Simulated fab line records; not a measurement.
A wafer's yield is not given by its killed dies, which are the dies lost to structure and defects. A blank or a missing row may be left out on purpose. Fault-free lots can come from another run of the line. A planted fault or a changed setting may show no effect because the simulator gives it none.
Chamber matching ; flow nand-harc ; NHARC_A_CHANNEL_FILL_D2_STRIP_28 on rie-diel-09 has 3 sister chambers
The step strips in O2, time 20 s. 6 wafers are shown with their chamber, then 7 later ones without.

## EACH WAFER AND ITS CHAMBER
wafer;chamber;drypump-motor-current-A (A);oes-product-au (a.u.)
L643.2;0;5.3;1.008
L656.2;3;6.1;1.011
L656.3;1;5.3;1.002
L656.5;3;6.1;1.007
L657.1;1;5.2;1.007
L657.3;0;5.3;1.002

## WAFERS WHOSE CHAMBER IS MISSING
wafer;drypump-motor-current-A (A);oes-product-au (a.u.)
L657.4;6.2;1.022
L659.1;5.3;0.999
L659.3;5.2;1.008
L659.5;5.2;1.008
L660.2;6.2;1.021
L660.3;5.3;1.003
L660.4;6.2;1.015

## WHICH CHAMBER EACH WENT THROUGH
wafer;from the rows above;in truth
L657.4;3;3
L659.1;can't be placed: 0 or 1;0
L659.3;can't be placed: 1 or 0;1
L659.5;can't be placed: 1 or 0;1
L660.2;3;3
L660.3;can't be placed: 0 or 1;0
L660.4;3;3
3 of 7 placed correctly. These rows do not allow placing 4 (true chamber among the candidates in 4). Placed wrongly: 0.
How it was worked out, from the rows above alone: a wafer's distance from a chamber is the root of the sum, over the readings, of the square of ((its reading less the chamber's mean) divided by the reading's scatter). The wafer belongs to the nearest chamber; if the next one is less than 2 further off, it can't be placed. For every chamber, the mean is computed from those of its wafers that are shown. How the scatter is found: for the shown wafers, subtract from each reading the mean of its chamber, square and add these, divide the total by (wafers less chambers), then take the root.
